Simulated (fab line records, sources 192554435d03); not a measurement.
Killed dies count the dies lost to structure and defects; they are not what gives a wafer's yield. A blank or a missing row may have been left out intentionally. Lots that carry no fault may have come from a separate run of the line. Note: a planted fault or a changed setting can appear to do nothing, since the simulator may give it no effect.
fab line records | flow n5Finfet
record lots=9 wafers=25 lastDay=17
route steps=1938 shown BEOL_M2@884 BEOL_M4@1111
lots that met no fault: from a run of the same line without faults
startH: hours from the record's first day to the start of the lot's first wafer shown | waitH: hours elapsed since this lot's preceding step | " repeats the value in the row above | L1.1+2: several wafers, shown together as one row | - no value, or no start given | * or withheld: withheld | < > ~ a bound
route shown NAME@n: names a module that has steps shown in the file, with the first one's number in the route | usual: mean/standard deviation of fault-free wafers | same: alike in all rows | chamber/n: place in a boat | sites: each site's reading | _std_site: how widely they spread, as a standard deviation | _edge_site: the outer-site mean with the inner-site mean subtracted | radiusMm: how far each site lies from the wafer's centre | mask NAME#n: copy n | behind: the tool/chamber that last shaped the wafer | hold: why the lot was held/for how many hours/how that ended | device: the n, p or np transistor that did not switch | end of line: the route-end tests of the same wafers | step lacking rows: just its recipe | killed: count of dies lost to structure and defects at first sort (not the wafer's yield) | map: per-die view of a wafer (x killed, . not killed, _ where there is no die)
set.NAME: the setting the step ran with; set.NAME@STEP: the setting that earlier step ran with | model.NAME: the simulator's own value behind a step, which no gauge read
one table for each step of the route and one row for each wafer, over a sample of lots
services: the hour from which a tool's chamber was out of use, counted from the record's first day as startH (under 0 if before that day), plus the number of hours and why
## steps
# step N5_BEOL_M2_ETCH_70
# recipe chemistry=N2/H2 target=SOC targetDepthA=800 overetchA=240 maskMaterial=SiARC tempC=40 timeS=130 ionEnergyEv=200 pressureMtorr=30 sourceW=840 biasW=150 n2FlowSccm=200 h2FlowSccm=200
# usual drypumpMotorCurrentA=5.7/0.6 oesProductAu=0.59/0.071 rfFwdPowerW=836.5/2.8 rfVppV=524.2/2.5 showerheadPlenumPTorr=2.56/0.094 throttleValvePct=17.85/0.26
# columns lot.wafer tool chamber startH waitH drypumpMotorCurrentA oesProductAu rfFwdPowerW rfHoursCounterH rfVppV showerheadPlenumPTorr throttleValvePct
L704.1 rieDiel-06 0 164.65 0.0 6.2 0.51 833.2 238 523.4 2.51 18.24
L704.6 " 1 " " 4.8 0.53 837.8 - 523.3 2.51 17.87
L705.1 rieDiel-05 0 173.24 0.0 4.8 0.50 832.2 240 520.0 2.40 18.06
L705.3 " 3 " " 6.4 0.69 831.4 7 524.0 2.61 17.67
L705.6 " 0 " " 4.8 0.51 837.9 - 517.3 2.40 18.07
L708.1 rieDiel-05 3 195.85 0.0 6.3 0.66 835.6 15 523.6 2.61 17.70
L708.2 " 0 " " 4.8 0.50 841.2 248 521.2 2.40 18.07
L708.3 " 1 " " 5.3 0.70 834.6 4 527.3 2.72 17.91
L712.1 rieDiel-05 3 212.99 0.0 6.4 0.66 835.0 21 524.9 2.61 17.71
L712.3 " 1 " " 5.3 0.69 837.3 10 527.8 2.72 17.93
L712.4 " 3 " " 6.4 0.67 833.0 - 524.7 2.61 17.70
L713.1 rieDiel-05 3 220.06 0.0 6.3 0.66 835.5 24 525.7 2.61 17.69
L713.3 " 1 " " 5.3 0.68 837.0 12 526.5 2.72 17.93
L713.6 " 0 " " 4.8 0.73 839.0 - 528.1 2.72 17.71
L716.1 rieDiel-04 2 230.64 0.0 5.6 0.68 839.6 19 523.0 2.48 17.63
L716.2 " 0 " " 6.7 0.54 837.4 203 525.8 2.63 17.88
L716.5 " 2 " " 5.7 0.68 840.6 - 522.2 2.48 17.64
L718.2 rieDiel-05 1 259.50 0.0 5.3 0.66 839.7 28 529.8 2.71 17.94
L718.5 " 2 " " 5.3 0.60 842.5 - 524.0 2.57 17.44
L718.6 " 0 " " 4.8 0.69 835.6 - 527.4 2.71 17.73
L721.1 rieDiel-04 3 266.23 0.0 6.2 0.55 833.7 157 521.5 2.43 18.21
L721.3 " 1 " " 5.9 0.69 838.9 9 523.4 2.59 17.90
L721.4 " 0 " " 6.7 0.53 838.4 216 525.6 2.62 17.91
L723.5 rieDiel-06 2 276.21 0.0 5.1 0.56 835.3 - 526.7 2.67 17.72
L723.6 " 1 " " 4.8 0.50 838.8 - 523.6 2.49 17.93
# step N5_BEOL_M2_ETCH_41
# recipe chemistry=CH3F/O2 target=SiCN targetDepthA=299 taperDeg=2 timeS=52.5 ionEnergyEv=120 maskMaterial=TiN pressureMtorr=30 sourceW=395 biasW=75 Ar_flow_sccm=150 CH3F_flow_sccm=30 O2_flow_sccm=20
# usual drypumpMotorCurrentA=5.7/0.6 oesProductAu=0.81/0.1 rfFwdPowerW=390.8/1.4 rfVppV=297.6/1.6 showerheadPlenumPTorr=2.01/0.073 throttleValvePct=16.3/0.3
# columns lot.wafer tool chamber startH waitH drypumpMotorCurrentA oesProductAu rfFwdPowerW rfHoursCounterH rfVppV showerheadPlenumPTorr throttleValvePct
L704.1 rieDiel-06 0 - - 6.3 0.69 387.1 238 295.1 1.96 16.7
L704.6 " 1 " " 4.8 0.70 392.2 - 297.1 1.97 16.4
L705.1 rieDiel-05 0 - - 4.8 0.69 391.5 240 295.6 1.90 16.7
L705.3 " 3 " " 6.3 0.95 387.9 7 298.2 2.04 16.1
L705.6 " 0 " " 4.8 0.68 394.1 - 295.4 1.90 16.6
L708.1 rieDiel-05 3 - - 6.3 0.94 389.1 15 298.7 2.04 16.1
L708.2 " 0 " " 4.8 0.68 391.2 248 295.7 1.90 16.7
L708.3 " 1 " " 5.3 0.99 391.6 4 299.2 2.12 16.3
L712.1 rieDiel-05 3 - - 6.3 0.93 389.5 21 298.4 2.04 16.1
L712.3 " 1 " " 5.3 0.96 389.9 10 300.0 2.12 16.3
L712.4 " 3 " " 6.3 0.92 389.0 - 298.8 2.04 16.1
L713.1 rieDiel-05 3 - - 6.3 0.92 390.0 24 299.0 2.04 16.1
L713.3 " 1 " " 5.3 0.94 392.7 12 300.5 2.11 16.3
L713.6 " 0 " " 4.8 1.02 391.3 - 300.8 2.15 16.2
L716.1 rieDiel-04 2 - - 5.7 0.93 391.8 19 297.4 1.93 16.1
L716.2 " 0 " " 6.6 0.73 392.9 203 296.7 2.06 16.4
L716.5 " 2 " " 5.7 0.94 390.7 - 296.7 1.93 16.1
L718.2 rieDiel-05 1 - - 5.3 0.90 390.8 29 299.5 2.11 16.3
L718.5 " 2 " " 5.3 0.83 389.5 - 299.5 1.99 15.9
L718.6 " 0 " " 4.8 0.96 391.8 - 299.5 2.15 16.3
L721.1 rieDiel-04 3 - - 6.2 0.74 391.1 157 294.3 1.93 16.7
L721.3 " 1 " " 5.9 0.96 391.7 9 298.1 2.06 16.5
L721.4 " 0 " " 6.7 0.72 392.1 216 299.4 2.06 16.4
L723.5 rieDiel-06 2 - - 5.1 0.76 389.9 - 298.4 2.12 16.2
L723.6 " 1 " " 4.8 0.68 390.5 - 297.3 1.95 16.5
# step N5_BEOL_M2_ANNEAL_49
# recipe tempC=400 timeS=240 ambient=vacuum
# usual heaterPowerW=858/130 susceptorTempC=400.02/0.22 susceptor_temp_C_max=400.9/0.37
# columns lot.wafer tool chamber startH waitH heaterPowerW susceptorTempC susceptor_temp_C_max
L704.1 pvdSputter-03 - 168.13 0.0 808 399.97 400.6
L704.6 " - " " 1069 400.26 401.2
L705.1 pvdSputter-02 - 176.33 0.0 583 399.91 400.6
L705.3 " - " " 1062 400.05 400.9
L705.6 " - " " 1063 399.97 401.3
L708.1 pvdSputter-03 - 197.80 0.0 1100 399.66 400.5
L708.2 " - " " 819 400.22 401.0
L708.3 " - " " 688 400.06 400.7
L712.1 pvdSputter-03 - 215.42 0.0 - - -
L712.3 " - " " - - -
L712.4 " - " " - - -
L713.1 pvdSputter-02 - 223.19 0.0 - - -
L713.3 " - " " - - -
L713.6 " - " " - - -
L716.1 pvdSputter-02 - 232.27 0.0 1073 400.15 401.3
L716.2 " - " " 597 399.93 400.8
L716.5 " - " " 1045 400.29 401.2
L718.2 pvdSputter-01 - 262.53 0.0 944 399.76 400.8
L718.5 " - " " 808 399.90 401.4
L718.6 " - " " 807 400.31 400.8
L721.1 pvdSputter-03 - 268.31 0.0 896 400.08 401.3
L721.3 " - " " 667 399.83 400.6
L721.4 " - " " 1063 399.60 400.5
L723.5 pvdSputter-02 - 277.50 0.1 591 400.21 401.0
L723.6 " - " " 802 399.75 400.3
# step N5_BEOL_M2_SPUTTER_79
# recipe material=Cu targetThkA=45 tempC=-20 chamberPressurePa=0.07 powerW=withheld timeS=8.29
# usual chamberPressurePa=0.07001/0.00013 throttleValvePct=30.6/1.4
# columns lot.wafer tool chamber startH waitH chamberPressurePa throttleValvePct
L704.1 pvdSputter-03 - 168.27 0.1 0.07004 28.0
L704.6 " - " " 0.07009 30.7
L705.1 pvdSputter-02 - 176.47 0.1 0.07026 31.9
L705.3 " - " " 0.07001 31.1
L705.6 " - " " 0.07005 30.9
L708.1 pvdSputter-03 - 197.94 0.1 0.07007 30.9
L708.2 " - " " 0.07012 27.6
L708.3 " - " " 0.07007 30.8
L712.1 pvdSputter-03 - 215.56 0.1 0.07002 30.8
L712.3 " - " " 0.07007 31.0
L712.4 " - " " 0.06998 28.0
L713.1 pvdSputter-02 - 223.33 0.1 0.06978 31.1
L713.3 " - " " 0.0702 32.8
L713.6 " - " " 0.07008 32.8
L716.1 pvdSputter-02 - 232.41 0.1 0.07012 30.8
L716.2 " - " " 0.06981 31.8
L716.5 " - " " 0.06993 30.8
L718.2 pvdSputter-01 - 262.67 0.1 0.07003 30.4
L718.5 " - " " 0.06982 27.8
L718.6 " - " " 0.06989 30.5
L721.1 pvdSputter-03 - 268.45 0.1 0.06984 31.3
L721.3 " - " " 0.06994 31.1
L721.4 " - " " 0.06999 30.8
L723.5 pvdSputter-02 - 277.61 0.0 0.06988 31.8
L723.6 " - " " 0.0701 32.6
# step N5_BEOL_M4_RC_MEAS_101
# usual DIBL_N=36.8/2.2 DIBL_P=37.0/2.8 IOFF_N=0.18/0.043 IOFF_P=0.23/0.05 ION_N=680/14 ION_P=466/9.1 SS_N=71.7/0.74 SS_P=73.5/0.79 VT_N=248/4 VT_P=-249/4.1
# columns lot.wafer tool chamber startH waitH DIBL_N[mV/V] DIBL_P[mV/V] IOFF_N[nA/um] IOFF_P[nA/um] ION_N[uA/um] ION_P[uA/um] SS_N[mV/dec] SS_P[mV/dec] VT_N[mV] VT_P[mV]
L704.1 prober-01 0 200.37 0.2 36.6 39.3 0.18 0.20 682 455 71.6 73.9 246 -253
L704.6 " 0 " " 32.5 33.7 0.10 0.13 659 444 70.4 72.3 255 -259
L705.1 prober-01 0 203.58 0.0 36.2 37.8 0.16 0.20 681 464 72.4 72.9 250 -251
L705.3 " 0 " " 39.3 41.7 0.21 0.29 692 469 73.0 74.6 247 -248
L705.6 " 0 " " 36.2 38.4 0.15 0.20 676 463 71.3 72.4 249 -251
L708.1 prober-02 0 224.45 0.0 40.9 45.1 0.28 0.36 698 474 72.8 75.9 240 -244
L708.2 " 0 " " 36.3 39.3 0.17 0.23 685 472 71.2 72.8 247 -251
L708.3 " 0 " " 31.0 32.1 0.09 0.13 647 449 69.7 71.9 256 -257
L712.1 prober-01 0 238.03 0.0 36.0 34.8 0.18 0.22 691 467 71.4 72.5 247 -250
L712.3 " 0 " " 34.0 31.5 0.13 0.17 668 462 70.7 71.9 255 -251
L712.4 " 0 " " 36.7 34.3 0.18 0.21 687 474 71.0 72.6 249 -248
L713.1 prober-02 0 247.48 0.0 36.1 36.5 0.15 0.20 674 462 71.9 73.4 251 -251
L713.3 " 0 " " 35.9 35.4 0.16 0.20 684 460 71.3 73.3 248 -251
L713.6 " 0 " " 37.0 37.1 0.17 0.23 683 463 71.3 73.4 248 -248
L716.1 prober-02 0 255.22 0.0 38.0 35.6 0.16 0.18 675 453 71.6 73.2 249 -254
L716.2 " 0 " " 38.0 37.6 0.18 0.21 678 454 72.3 73.6 249 -251
L716.5 " 0 " " 34.9 31.6 0.12 0.13 662 448 71.6 72.1 254 -256
L718.2 prober-02 0 284.80 0.2 34.6 34.2 0.13 0.19 664 457 70.7 73.0 252 -251
L718.5 " 0 " " 30.4 29.0 0.08 0.12 636 441 69.9 71.5 259 -257
L718.6 " 0 " " 39.2 40.9 0.25 0.31 695 474 71.6 74.1 242 -244
L721.1 prober-01 0 291.49 0.0 37.4 36.0 0.18 0.20 687 459 71.9 73.4 249 -252
L721.3 " 0 " " 39.8 41.2 0.25 0.31 707 480 73.3 74.3 244 -249
L721.4 " 0 " " 38.5 37.6 0.21 0.23 683 460 72.8 73.8 247 -250
L723.5 prober-02 0 299.52 0.6 36.7 37.9 0.20 0.26 686 474 72.2 73.6 243 -244
L723.6 " 0 " " 37.7 40.2 0.22 0.31 701 487 72.3 74.8 242 -241
## services
# columns tool chamber startH hours kind
pvdSputter-01 - 141.51 3.1 repair
rieDiel-06 0 147.08 5.7 repair
pvdSputter-01 - 151.78 1.0 repair
rieDiel-04 2 159.67 - clean
rieDiel-04 2 159.67 - consumableReplace:focusRing
rieDiel-04 2 159.67 21.8 scheduledDown
rieDiel-04 2 159.67 21.8 ventCycle
rieDiel-05 1 170.15 - clean
rieDiel-05 1 170.15 - consumableReplace:focusRing
rieDiel-05 1 170.15 - consumableReplace:showerhead
rieDiel-05 1 170.15 17.4 scheduledDown
rieDiel-05 1 170.15 17.4 ventCycle
pvdSputter-01 - 194.09 0.8 repair
rieDiel-05 0 200.40 - clean
rieDiel-05 0 200.40 - consumableReplace:focusRing
rieDiel-05 0 200.40 - consumableReplace:showerhead
rieDiel-05 0 200.40 14.8 scheduledDown
rieDiel-05 0 200.40 14.8 ventCycle
rieDiel-04 1 214.39 - clean
rieDiel-04 1 214.39 - consumableReplace:focusRing
rieDiel-04 1 214.39 16.8 scheduledDown
rieDiel-04 1 214.39 16.8 ventCycle
rieDiel-04 1 235.62 8.8 repair
rieDiel-05 3 239.05 115.1 repair
## key
firstSign step=N5_BEOL_M2_ANNEAL_49 reading=toolRecord direction=missing
effect none on later readings
metAt N5_BEOL_M2_ANNEAL_49
struckLots L712,L713
notActingAt N5_BEOL_M2_ETCH_70,N5_BEOL_M2_ETCH_41,N5_BEOL_M2_SPUTTER_79
onsetBetween 197.80 215.42
fault kind=skippedStepWhole tool=pvdSputter-02,pvdSputter-03 chamber=- onsetH=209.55 steps=N5_BEOL_M2_ANNEAL_49 scope=struckLotsOnly
